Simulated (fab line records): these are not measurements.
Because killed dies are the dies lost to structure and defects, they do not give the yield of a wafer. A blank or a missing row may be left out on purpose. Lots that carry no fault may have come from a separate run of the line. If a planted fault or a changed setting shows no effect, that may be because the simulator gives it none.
fab line records | flow nand_harc
record: lots: 5 | wafers: 15 | last_day: 33
route steps=1302 shown P_M1@295 END@1302
lots that met no fault: from a run of the same line without faults
start_h: hours from the record's first day to the start of the lot's first wafer shown | wait_h: hours from the lot's prior step to this one | " repeats the value in the row above | L1.1+2: one row covering several wafers at once | - value missing, or start not given | * or withheld: withheld | < > ~ a bound
route shown NAME@n: NAME is a module with steps in the file, n the number in the route of the first one | usual: mean/standard deviation of fault-free wafers | same: alike in all rows | chamber/n: place in a boat | sites: each site's reading | _std_site: standard deviation across them | _edge_site: outer sites' mean less inner sites' | radius_mm: how far each site lies from the wafer's centre | mask NAME#n: copy n | behind: the tool/chamber that last shaped the wafer | hold: the reason the lot was held/the length of the hold in hours/how it ended | device: which transistor (n, p or np) failed to switch | end of line: tests of these same wafers at the route's end | a step without rows: its recipe alone | killed: dies that structure and defects cost at the first sort, which is not the same as the wafer's yield | map: shows each die of a wafer: x if killed, . if not, _ if none is there
set.NAME: setting as actually run; set.NAME@STEP: the setting as run at that earlier step | model.NAME: the simulator's own value behind a step, which no gauge read
certain route steps with their lots: each step a table, each wafer a row
services: from which hour (start_h, from the record's first day; less than 0 if before it) a tool's chamber was out of use, for how many hours, and why
== steps ==
step: NHARC_P_M1_CD_MEAS_09
recipe: target_cd_nm: 130 | landing_energy_ev: 500
usual: cd_nm: 130.0/0.69
lot.wafer | tool      | chamber | start_h | wait_h | cd_nm
L274.1    | cd_sem-01 | 0       | 136.38  | -      | 129.5
L274.3    | "         | 0       | "       | "      | 129.8
L274.4    | "         | 0       | "       | "      | 130.1
L276.1    | cd_sem-02 | 0       | 155.40  | -      | 131.0
L276.4    | "         | 0       | "       | "      | 130.0
L276.5    | "         | 0       | "       | "      | 130.0
L284.4    | cd_sem-01 | 0       | 236.40  | -      | 130.6
L284.5    | "         | 0       | "       | "      | 130.2
L284.6    | "         | 0       | "       | "      | 130.7
L293.3    | cd_sem-03 | 0       | 320.57  | -      | 130.2
L293.5    | "         | 0       | "       | "      | 130.1
L293.6    | "         | 0       | "       | "      | 130.5
L296.1    | cd_sem-02 | 0       | 356.21  | -      | 128.8
L296.4    | "         | 0       | "       | "      | 129.8
L296.5    | "         | 0       | "       | "      | 130.2
step: NHARC_P_M1_OVL_MEAS_10
recipe: pitch_nm: 260
usual: overlay_x_nm: -0.1/0.69 | overlay_y_nm: -0.3/0.76
lot.wafer | tool       | chamber | start_h | wait_h | overlay_x_nm | overlay_y_nm
L274.1    | overlay-02 | -       | 136.47  | -      | 0.1          | -0.6
L274.3    | "          | -       | "       | "      | 0.6          | -0.8
L274.4    | "          | -       | "       | "      | -0.6         | -0.6
L276.1    | overlay-01 | -       | 155.49  | -      | -1.0         | 0.7
L276.4    | "          | -       | "       | "      | -1.0         | 0.6
L276.5    | "          | -       | "       | "      | -1.1         | 0.6
L284.4    | overlay-01 | -       | 236.48  | -      | 0.2          | -1.3
L284.5    | "          | -       | "       | "      | 1.2          | -2.1
L284.6    | "          | -       | "       | "      | 0.6          | -2.4
L293.3    | overlay-01 | -       | 320.65  | -      | -0.4         | -0.5
L293.5    | "          | -       | "       | "      | -0.6         | -0.7
L293.6    | "          | -       | "       | "      | -0.7         | -0.3
L296.1    | overlay-01 | -       | 356.29  | -      | -1.4         | 0.2
L296.4    | "          | -       | "       | "      | -1.7         | 0.0
L296.5    | "          | -       | "       | "      | -1.3         | 0.1
step: NHARC_P_M1_INSPECT_11
usual: raw_defect_count: 5/3
lot.wafer | tool              | chamber | start_h | wait_h | raw_defect_count
L274.1    | defect_inspect-02 | -       | 136.51  | 0.0    | 8
L274.3    | "                 | -       | "       | "      | 7
L274.4    | "                 | -       | "       | "      | 7
L276.1    | defect_inspect-01 | -       | 155.53  | 0.0    | 2
L276.4    | "                 | -       | "       | "      | 1
L276.5    | "                 | -       | "       | "      | 1
L284.4    | defect_inspect-02 | -       | 236.52  | 0.0    | 5
L284.5    | "                 | -       | "       | "      | 7
L284.6    | "                 | -       | "       | "      | 6
L293.3    | defect_inspect-01 | -       | 320.69  | 0.0    | 3
L293.5    | "                 | -       | "       | "      | 5
L293.6    | "                 | -       | "       | "      | 12
L296.1    | defect_inspect-02 | -       | 356.33  | 0.0    | 6
L296.4    | "                 | -       | "       | "      | 4
L296.5    | "                 | -       | "       | "      | 4
step: NHARC_P_M1_DESCUM_14
recipe: time_s: 3 | o2_flow_sccm: 200 | ar_flow_sccm: 0 | bias_power_w: 0 | chemistry: O2
usual: drypump_motor_current_A: 5.4/0.46 | oes_product_au: 1.002/0.0093 | rf_vpp_V: 57.8/0.93 | showerhead_plenum_p_Torr: 1.90/0.091 | throttle_valve_pct: 11.311/0.0093
lot.wafer | tool        | chamber | start_h | wait_h | drypump_motor_current_A | oes_product_au | rf_hours_counter_h | rf_vpp_V | showerhead_plenum_p_Torr | throttle_valve_pct
L274.3    | rie_diel-04 | 3       | 136.57  | 0.1    | 5.2                     | 1.000          | 12                 | 58.1     | 2.02                     | 11.308
L274.1    | "           | 0       | "       | "      | 5.8                     | 0.990          | 12                 | 59.4     | 1.96                     | 11.323
L274.4    | "           | 1       | "       | "      | 6.5                     | 1.007          | -                  | 57.5     | 2.02                     | 11.298
L276.4    | rie_diel-10 | 3       | 155.59  | 0.1    | 5.0                     | 0.977          | 6                  | 58.0     | 1.79                     | 11.326
L276.1    | "           | 1       | "       | "      | 5.1                     | 1.006          | 4                  | 58.1     | 1.82                     | 11.320
L276.5    | "           | 3       | "       | "      | 5.1                     | 0.983          | -                  | 56.5     | 1.79                     | 11.310
L284.4    | rie_diel-04 | 1       | 236.59  | 0.1    | 6.4                     | 1.001          | 4                  | 58.9     | 2.02                     | 11.303
L284.6    | "           | 3       | "       | "      | 5.2                     | 1.006          | -                  | 58.5     | 2.02                     | 11.312
L284.5    | "           | 0       | "       | "      | 5.8                     | 1.011          | -                  | 57.6     | 1.96                     | 11.325
L293.3    | rie_diel-04 | 2       | 320.77  | 0.1    | 5.2                     | 1.013          | 10                 | 57.9     | 1.84                     | 11.309
L293.6    | "           | 0       | "       | "      | 5.8                     | 1.005          | -                  | 59.0     | 1.96                     | 11.317
L293.5    | "           | 1       | "       | "      | 6.5                     | 1.001          | -                  | 58.0     | 2.02                     | 11.312
L296.4    | rie_diel-10 | 3       | 356.39  | 0.1    | 5.1                     | 0.996          | 7                  | 56.6     | 1.79                     | 11.297
L296.1    | "           | 2       | "       | "      | 5.2                     | 0.992          | 8                  | 58.9     | 1.99                     | 11.299
L296.5    | "           | 0       | "       | "      | 5.0                     | 0.993          | -                  | 57.4     | 1.89                     | 11.313
step: NHARC_P_M1_ETCH_35
recipe: target_depth_a: 400 | overetch_a: 120 | time_s: 43.94 | ion_energy_ev: 200 | n2_flow_sccm: 150 | h2_flow_sccm: 150 | ar_flow_sccm: 0 | rf_w: 400 | bias_w: 150 | chemistry: N2/H2
usual: drypump_motor_current_A: 5.4/0.46 | oes_product_au: 1.001/0.0094 | rf_vpp_V: 430.3/2.9 | showerhead_plenum_p_Torr: 2.03/0.1 | throttle_valve_pct: 14.172/0.0097
lot.wafer | tool        | chamber | start_h | wait_h | drypump_motor_current_A | oes_product_au | rf_hours_counter_h | rf_vpp_V | showerhead_plenum_p_Torr | throttle_valve_pct
L274.3    | rie_diel-04 | 3       | 136.68  | 0.1    | 5.2                     | 0.992          | 12                 | 432.8    | 2.16                     | 14.186
L274.1    | "           | 0       | "       | "      | 5.8                     | 0.992          | 12                 | 433.1    | 2.09                     | 14.170
L274.4    | "           | 1       | "       | "      | 6.4                     | 1.013          | -                  | 432.7    | 2.16                     | 14.161
L276.4    | rie_diel-10 | 3       | 155.68  | 0.1    | 5.1                     | 0.975          | 6                  | 426.4    | 1.91                     | 14.156
L276.1    | "           | 0       | "       | "      | 5.0                     | 1.008          | 5                  | 430.2    | 2.02                     | 14.171
L276.5    | "           | 3       | "       | "      | 5.1                     | 0.988          | -                  | 427.1    | 1.91                     | 14.177
L284.4    | rie_diel-04 | 0       | 236.67  | 0.1    | 5.8                     | 1.001          | 4                  | 432.4    | 2.09                     | 14.160
L284.5    | "           | 2       | "       | "      | 5.2                     | 1.003          | -                  | 428.4    | 1.96                     | 14.173
L284.6    | "           | 3       | "       | "      | 5.2                     | 1.000          | -                  | 433.7    | 2.16                     | 14.181
L293.3    | rie_diel-04 | 1       | 320.83  | 0.1    | 6.5                     | 0.987          | 9                  | 433.9    | 2.15                     | 14.171
L293.5    | "           | 1       | "       | "      | 6.5                     | 0.997          | -                  | 433.7    | 2.15                     | 14.188
L293.6    | "           | 2       | "       | "      | 5.2                     | 1.001          | -                  | 428.4    | 1.96                     | 14.174
L296.1    | rie_diel-10 | 3       | 356.48  | 0.1    | 5.0                     | 1.009          | 7                  | 426.5    | 1.90                     | 14.164
L296.4    | "           | 0       | "       | "      | 5.0                     | 1.001          | 6                  | 428.5    | 2.02                     | 14.156
L296.5    | "           | 3       | "       | "      | 5.1                     | 1.012          | -                  | 426.5    | 1.90                     | 14.179
step: NHARC_P_M1_ETCH_15
recipe: target_depth_a: 1825 | time_s: 91.2 | c4f8_flow_sccm: withheld | ar_flow_sccm: 400 | rf_w: 600 | bias_w: 300 | chemistry: C4F8/Ar
usual: oes_product_au: 0.951/0.021 | rf_vpp_V: 440.5/2.9
lot.wafer | tool        | chamber | start_h | wait_h | oes_product_au | rf_hours_counter_h | rf_vpp_V
L274.1    | rie_diel-04 | 1       | -       | -      | 0.960          | 11                 | 442.0
L274.3    | "           | 3       | "       | "      | 0.943          | 12                 | 444.4
L274.4    | "           | 0       | "       | "      | 0.935          | -                  | 441.8
L276.1    | rie_diel-10 | 2       | -       | -      | 0.968          | 5                  | 443.5
L276.4    | "           | 1       | "       | "      | 0.978          | 4                  | 438.4
L276.5    | "           | 2       | "       | "      | 0.971          | -                  | 443.5
L284.4    | rie_diel-04 | 0       | -       | -      | 0.940          | 4                  | 442.2
L284.6    | "           | 2       | "       | "      | 0.924          | -                  | 436.2
L284.5    | "           | 3       | "       | "      | 0.924          | -                  | 444.0
L293.3    | rie_diel-04 | 3       | -       | -      | 0.966          | 9                  | 445.2
L293.5    | "           | 2       | "       | "      | 0.976          | -                  | 437.6
L293.6    | "           | 3       | "       | "      | 0.967          | -                  | 443.6
L296.1    | rie_diel-10 | 0       | -       | -      | 0.956          | 6                  | 440.3
L296.4    | "           | 3       | "       | "      | 0.971          | 7                  | 436.7
L296.5    | "           | 1       | "       | "      | 0.970          | -                  | 437.3
step: NHARC_P_M1_CD_MEAS_16
usual: cd_nm: 130.0/0.78
lot.wafer | tool      | chamber | start_h | wait_h | cd_nm
L274.1    | cd_sem-02 | -       | 136.92  | -      | 130.2
L274.3    | "         | -       | "       | "      | 130.4
L274.4    | "         | -       | "       | "      | 130.3
L276.1    | cd_sem-03 | -       | 155.89  | -      | 131.0
L276.4    | "         | -       | "       | "      | 130.5
L276.5    | "         | -       | "       | "      | 130.3
L284.4    | cd_sem-01 | -       | 236.92  | -      | 131.2
L284.5    | "         | -       | "       | "      | 131.0
L284.6    | "         | -       | "       | "      | 131.4
L293.3    | cd_sem-02 | -       | 321.06  | -      | 129.1
L293.5    | "         | -       | "       | "      | 130.4
L293.6    | "         | -       | "       | "      | 131.4
L296.1    | cd_sem-01 | -       | 356.70  | -      | 128.7
L296.4    | "         | -       | "       | "      | 130.2
L296.5    | "         | -       | "       | "      | 130.2
step: NHARC_P_M1_STRIP_18
recipe: power_w: 1000 | n2_flow_sccm: 150 | h2_flow_sccm: 150 | ar_flow_sccm: 0 | bias_w: 0 | chemistry: N2/H2
usual: drypump_motor_current_A: 5.5/0.48 | oes_product_au: 1.001/0.01 | rf_vpp_V: 90.7/0.96 | showerhead_plenum_p_Torr: 2.05/0.097 | throttle_valve_pct: 14.172/0.0093
lot.wafer | tool        | chamber | start_h | wait_h | drypump_motor_current_A | oes_product_au | rf_hours_counter_h | rf_vpp_V | showerhead_plenum_p_Torr | throttle_valve_pct
L274.1    | rie_diel-10 | 2       | 137.02  | 0.1    | 5.2                     | 1.003          | 4                  | 90.4     | 2.13                     | 14.166
L274.4    | "           | 3       | "       | "      | 5.1                     | 0.987          | 4                  | 90.1     | 1.91                     | 14.185
L274.3    | "           | 0       | "       | "      | 5.0                     | 1.001          | 3                  | 89.6     | 2.02                     | 14.168
L276.4    | rie_diel-10 | 0       | 155.97  | 0.1    | 5.0                     | 1.017          | 5                  | 91.0     | 2.02                     | 14.187
L276.1    | "           | 3       | "       | "      | 5.1                     | 0.972          | 6                  | 87.5     | 1.91                     | 14.177
L276.5    | "           | 1       | "       | "      | 5.2                     | 1.005          | -                  | 88.8     | 1.94                     | 14.169
L284.4    | rie_diel-10 | 2       | 236.99  | 0.1    | 5.2                     | 0.993          | 10                 | 92.3     | 2.13                     | 14.166
L284.6    | "           | 2       | "       | "      | 5.2                     | 0.995          | -                  | 91.7     | 2.13                     | 14.172
L284.5    | "           | 3       | "       | "      | 5.0                     | 0.983          | -                  | 90.8     | 1.90                     | 14.178
L293.3    | rie_diel-10 | 2       | 321.13  | 0.1    | 5.2                     | 1.009          | 4                  | 90.3     | 2.13                     | 14.171
L293.5    | "           | 2       | "       | "      | 5.2                     | 1.001          | -                  | 91.4     | 2.13                     | 14.176
L293.6    | "           | 3       | "       | "      | 5.1                     | 0.997          | -                  | 90.8     | 1.90                     | 14.151
L296.1    | rie_diel-10 | 1       | 356.77  | 0.1    | 5.1                     | 1.006          | 8                  | 89.5     | 1.94                     | 14.161
L296.4    | "           | 0       | "       | "      | 5.0                     | 0.995          | 6                  | 90.4     | 2.02                     | 14.177
L296.5    | "           | 1       | "       | "      | 5.1                     | 0.996          | -                  | 90.2     | 1.94                     | 14.177
step: NHARC_P_M1_ETCH_28
recipe: target_depth_a: 300 | over_etch_frac: 0.3 | time_s: 72.99 | ion_energy_ev: 150 | cf4_flow_sccm: 50 | n2_flow_sccm: 100 | ar_flow_sccm: 150 | rf_w: 300 | bias_w: 100 | chemistry: CF4/N2
step: NHARC_P_M1_STRIP_19
recipe: time_s: 600 | temp_c: 30 | chemistry: post_etch_residue_remover
step: NHARC_P_M1_DEGAS_29
recipe: temp_c: 250 | time_s: 60
step: NHARC_P_M1_PRE_CLEAN_30
recipe: time_s: 30 | temp_c: 280 | gas: H2/He
usual: heater_power_w: 406/34
lot.wafer | tool           | chamber | start_h | wait_h | heater_power_w
L274.4    | pvd_sputter-01 | -       | -       | -      | 363
L274.3    | "              | -       | "       | "      | 446
L274.1    | "              | -       | "       | "      | 478
L276.1    | pvd_sputter-02 | -       | -       | -      | 417
L276.4    | "              | -       | "       | "      | 339
L276.5    | "              | -       | "       | "      | 421
L284.4    | pvd_sputter-01 | -       | -       | -      | 363
L284.5    | "              | -       | "       | "      | 374
L284.6    | "              | -       | "       | "      | 415
L293.3    | pvd_sputter-03 | -       | -       | -      | 395
L293.5    | "              | -       | "       | "      | 387
L293.6    | "              | -       | "       | "      | 396
L296.1    | pvd_sputter-01 | -       | -       | -      | 413
L296.4    | "              | -       | "       | "      | 464
L296.5    | "              | -       | "       | "      | 367
step: NHARC_P_M1_PVD_20
recipe: target_thk_a: 50 | bias_v: 168.6 | power_w: 15000 | chamber_pressure_pa: 0.12 | time_s: 8.06 | substrate_temp_c: 50 | material: TaN
usual: throttle_valve_pct: 29.9/0.86 | time_s: 8.06/0
lot.wafer | tool           | chamber | start_h | wait_h | throttle_valve_pct | time_s
L274.1    | pvd_sputter-01 | -       | 137.78  | -      | 29.1               | 8.06
L274.3    | "              | -       | "       | "      | 30.7               | 8.06
L274.4    | "              | -       | "       | "      | 30.2               | 8.06
L276.4    | pvd_sputter-02 | -       | 156.74  | -      | 28.8               | 8.06
L276.1    | "              | -       | "       | "      | 30.1               | 8.06
L276.5    | "              | -       | "       | "      | 30.4               | 8.06
L284.4    | pvd_sputter-01 | -       | 237.76  | -      | 30.9               | 12.078
L284.6    | "              | -       | "       | "      | 28.8               | 8.06
L284.5    | "              | -       | "       | "      | 30.4               | 8.06
L293.3    | pvd_sputter-03 | -       | 321.91  | -      | 29.1               | 8.06
L293.6    | "              | -       | "       | "      | 29.4               | 8.06
L293.5    | "              | -       | "       | "      | 30.7               | 8.06
L296.1    | pvd_sputter-01 | -       | 357.54  | -      | 30.9               | 8.06
L296.4    | "              | -       | "       | "      | 30.2               | 8.06
L296.5    | "              | -       | "       | "      | 29.0               | 8.06
step: NHARC_P_M1_PVD_21
recipe: target_thk_a: 300 | chamber_pressure_pa: 5 | power_w: 5000 | substrate_temp_c: 30 | time_s: 20.49 | material: Cu
step: NHARC_END_SORT_01
recipe: temp_c: 25
usual: defect_limited_yield: 91.1/2.9 | killed_at_array: 55/20 | killed_at_other: 1.1/1.2 | killed_at_periphery: 3.8/2.8 | killed_dies: 60/19 | killed_open: 3.4/1.9 | killed_short: 2.2/1.5
same: gross_dies: 677
lot.wafer | tool      | chamber | start_h | wait_h | defect_limited_yield[%] | killed_at_array | killed_at_other | killed_at_periphery | killed_dies | killed_open | killed_short
L274.1    | prober-02 | 0       | 568.21  | 2.5    | 88.8                    | 71              | 1               | 4                   | 76          | 0           | 0
L274.3    | prober-02 | 0       | 569.81  | 3.1    | 91.4                    | 52              | 1               | 5                   | 58          | 3           | 3
L274.4    | prober-02 | 0       | 570.60  | 3.4    | 89.7                    | 61              | 2               | 7                   | 70          | 3           | 2
L276.1    | prober-01 | 0       | 574.56  | 2.5    | 90.7                    | 60              | 0               | 3                   | 63          | 7           | 2
L276.4    | prober-01 | 0       | 576.95  | 3.4    | 91.3                    | 57              | 0               | 2                   | 59          | 2           | 0
L276.5    | prober-01 | 0       | 577.75  | 3.7    | 90.3                    | 66              | 0               | 0                   | 66          | 5           | 1
L284.4    | prober-02 | 0       | 665.29  | 3.4    | 92.0                    | 45              | 4               | 5                   | 54          | 1           | 2
L284.5    | prober-02 | 0       | 666.09  | 3.7    | 90.0                    | 58              | 3               | 7                   | 68          | 3           | 2
L284.6    | prober-02 | 0       | 666.89  | 4.0    | 91.6                    | 50              | 3               | 4                   | 57          | 8           | 1
L293.3    | prober-01 | 0       | 753.50  | 3.1    | 89.4                    | 68              | 0               | 4                   | 72          | 2           | 5
L293.5    | prober-01 | 0       | 755.12  | 3.7    | 90.1                    | 63              | 0               | 4                   | 67          | 0           | 0
L293.6    | prober-01 | 0       | 755.92  | 4.0    | 88.3                    | 67              | 1               | 11                  | 79          | 2           | 2
L296.1    | prober-01 | 0       | 780.59  | 2.5    | 88.6                    | 73              | 3               | 1                   | 77          | 5           | 1
L296.4    | prober-01 | 0       | 782.98  | 3.4    | 89.2                    | 66              | 2               | 5                   | 73          | 5           | 3
L296.5    | prober-01 | 0       | 783.77  | 3.7    | 90.0                    | 67              | 1               | 0                   | 68          | 2           | 2
killed by level:class
L274.1 A_CHANNEL_HOLE_D1:chamber_film_flake=30 A_CHANNEL_HOLE_D2:chamber_film_flake=28 A_M1:chamber_film_flake=5 P_ZERO_WELL:chamber_film_flake=2 P_GATE:chamber_film_flake=2 A_STAIRCASE:chamber_film_flake=2 A_SLIT:chamber_film_flake=2 A_CONTACT:chamber_film_flake=2
L274.3 A_CHANNEL_HOLE_D2:chamber_film_flake=22 A_CHANNEL_HOLE_D1:chamber_film_flake=17 A_CONTACT:chamber_film_flake=3 P_CONTACT:geometric_particle:open=2 A_STAIRCASE:chamber_film_flake=2 A_WL_FILL:chamber_film_flake=2 P_STI:geometric_particle:short=1 A_CHANNEL_FILL_D1:geometric_particle:short=1
L274.4 A_CHANNEL_HOLE_D1:chamber_film_flake=27 A_CHANNEL_HOLE_D2:chamber_film_flake=18 A_STAIRCASE:chamber_film_flake=4 P_ZERO_WELL:chamber_film_flake=3 A_M1:chamber_film_flake=3 P_GATE:chamber_film_flake=2 A_DECK1_JOINT:chamber_film_flake=2 THIN_TSV:chamber_film_flake=2
L276.1 A_CHANNEL_HOLE_D1:chamber_film_flake=34 A_STAIRCASE:chamber_film_flake=6 A_CHANNEL_HOLE_D2:chamber_film_flake=5 A_CONTACT:chamber_film_flake=4 A_M0:geometric_particle:open=3 A_CHANNEL_FILL_D1:geometric_particle:open=2 P_M0:geometric_particle:open=1 A_CHANNEL_FILL_D1:geometric_particle:short=1
L276.4 A_CHANNEL_HOLE_D1:chamber_film_flake=37 A_CHANNEL_HOLE_D2:chamber_film_flake=6 A_STAIRCASE:chamber_film_flake=5 A_CONTACT:chamber_film_flake=4 P_CONTACT:geometric_particle:open=1 A_WL_FILL:geometric_particle:open=1 P_M2:chamber_film_flake=1 A_ZERO_WELL:chamber_film_flake=1
L276.5 A_CHANNEL_HOLE_D1:chamber_film_flake=35 A_CHANNEL_HOLE_D2:chamber_film_flake=11 A_STAIRCASE:chamber_film_flake=6 A_CONTACT:chamber_film_flake=3 A_CHANNEL_FILL_D2:geometric_particle:open=2 A_CHANNEL_FILL_D1:chamber_film_flake=2 A_ONON_D1:geometric_particle:short=1 A_ONON_D1:geometric_particle:open=1
L284.4 A_CHANNEL_HOLE_D1:chamber_film_flake=31 A_CONTACT:chamber_film_flake=5 THIN_TSV:chamber_film_flake=4 A_M0:chamber_film_flake=3 P_STI:chamber_film_flake=2 P_CONTACT:chamber_film_flake=2 A_STAIRCASE:chamber_film_flake=2 A_CHANNEL_HOLE_D1:geometric_particle:short=1
L284.5 A_CHANNEL_HOLE_D1:chamber_film_flake=35 A_CONTACT:chamber_film_flake=9 P_STI:chamber_film_flake=5 A_STAIRCASE:chamber_film_flake=3 THIN_TSV:chamber_film_flake=3 A_DECK1_JOINT:chamber_film_flake=2 A_M0:chamber_film_flake=2 P_GATE:geometric_particle:open=1
L284.6 A_CHANNEL_HOLE_D1:chamber_film_flake=26 A_CONTACT:chamber_film_flake=8 A_STAIRCASE:chamber_film_flake=3 THIN_TSV:chamber_film_flake=3 A_BLC:geometric_particle:open=2 P_STI:chamber_film_flake=2 A_CHANNEL_HOLE_D2:chamber_film_flake=2 P_CONTACT:geometric_particle:open=1
L293.3 A_SLIT:chamber_film_flake=23 A_CHANNEL_HOLE_D2:chamber_film_flake=21 A_CONTACT:chamber_film_flake=7 A_CHANNEL_HOLE_D1:chamber_film_flake=5 P_M0:chamber_film_flake=3 A_STAIRCASE:chamber_film_flake=3 A_CHANNEL_FILL_D2:geometric_particle:short=2 A_CHANNEL_FILL_D1:chamber_film_flake=2
L293.5 A_CHANNEL_HOLE_D2:chamber_film_flake=25 A_SLIT:chamber_film_flake=21 A_CHANNEL_HOLE_D1:chamber_film_flake=7 A_STAIRCASE:chamber_film_flake=6 P_M0:chamber_film_flake=3 P_ZERO_WELL:chamber_film_flake=1 A_ZERO_WELL:chamber_film_flake=1 A_CHANNEL_FILL_D1:chamber_film_flake=1
L293.6 A_SLIT:chamber_film_flake=35 A_CHANNEL_HOLE_D2:chamber_film_flake=18 P_M0:chamber_film_flake=9 A_CHANNEL_HOLE_D1:chamber_film_flake=3 A_STAIRCASE:chamber_film_flake=3 A_CHANNEL_FILL_D1:chamber_film_flake=2 A_WL_FILL:geometric_particle:short=2 P_GATE:chamber_film_flake=2
L296.1 A_SLIT:chamber_film_flake=26 A_CHANNEL_HOLE_D2:chamber_film_flake=20 A_CHANNEL_HOLE_D1:chamber_film_flake=12 A_CONTACT:chamber_film_flake=5 THIN_TSV:chamber_film_flake=3 A_STAIRCASE:chamber_film_flake=2 P_M1:geometric_particle:open=1 A_CHANNEL_FILL_D1:geometric_particle:short=1
L296.4 A_SLIT:chamber_film_flake=23 A_CHANNEL_HOLE_D2:chamber_film_flake=16 A_CHANNEL_HOLE_D1:chamber_film_flake=13 A_CHANNEL_FILL_D1:chamber_film_flake=3 A_CONTACT:chamber_film_flake=3 P_ZERO_WELL:chamber_film_flake=2 THIN_TSV:chamber_film_flake=2 P_GATE:geometric_particle:open=1
L296.5 A_SLIT:chamber_film_flake=30 A_CHANNEL_HOLE_D2:chamber_film_flake=22 A_CHANNEL_HOLE_D1:chamber_film_flake=7 A_ONON_D1:geometric_particle:short=1 A_CONTACT:geometric_particle:open=1 A_BLC:geometric_particle:short=1 A_M0:geometric_particle:open=1 A_CHANNEL_FILL_D1:chamber_film_flake=1
== services ==
tool           | chamber | start_h | hours | kind
rie_diel-10    | 0       | 123.50  | -     | clean
rie_diel-10    | 1       | 123.50  | -     | clean
rie_diel-10    | 2       | 123.50  | -     | clean
pvd_sputter-02 | -       | 130.67  | 2.3   | repair
rie_diel-04    | 2       | 136.46  | 6.6   | repair
pvd_sputter-01 | -       | 157.24  | 1.8   | repair
pvd_sputter-01 | -       | 168.93  | 4.1   | repair
pvd_sputter-03 | -       | 170.04  | 10.0  | pm
rie_diel-04    | -       | 177.90  | 9.0   | pm
rie_diel-10    | 3       | 183.97  | 5.1   | repair
rie_diel-10    | -       | 192.03  | 2.6   | repair
pvd_sputter-01 | -       | 223.04  | 2.9   | repair
pvd_sputter-01 | -       | 226.67  | 10.0  | pm
rie_diel-10    | -       | 242.50  | 9.0   | pm
rie_diel-10    | 0       | 257.49  | 6.3   | repair
rie_diel-04    | 3       | 262.61  | 12.8  | repair
pvd_sputter-02 | -       | 269.72  | 1.4   | repair
pvd_sputter-02 | -       | 282.96  | 10.0  | pm
rie_diel-04    | -       | 290.35  | 15.8  | repair
rie_diel-04    | 1       | 325.86  | 15.0  | repair
pvd_sputter-03 | -       | 346.75  | 0.9   | repair
pvd_sputter-03 | -       | 348.04  | 10.0  | pm
rie_diel-04    | -       | 350.92  | 0.2   | repair
rie_diel-04    | -       | 354.90  | 9.0   | pm
== key ==
first_sign: step: NHARC_P_M1_PVD_20 | reading: time_s | direction: up | sigmas: 99+ | usual: * | struck: *
effect none on later readings
met_at NHARC_P_M1_PVD_20
struck_wafers L284.4
onset_between 137.78 237.76
fault: kind: process_parameter_drift | tool: pvd_sputter-01 | chamber: - | onset_h: 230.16 | steps: NHARC_P_M1_PVD_20 | channel: time_s | offset: * | shape: step | end_h: 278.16 | scope: struck_wafers_only | acts_in: * | stated: *
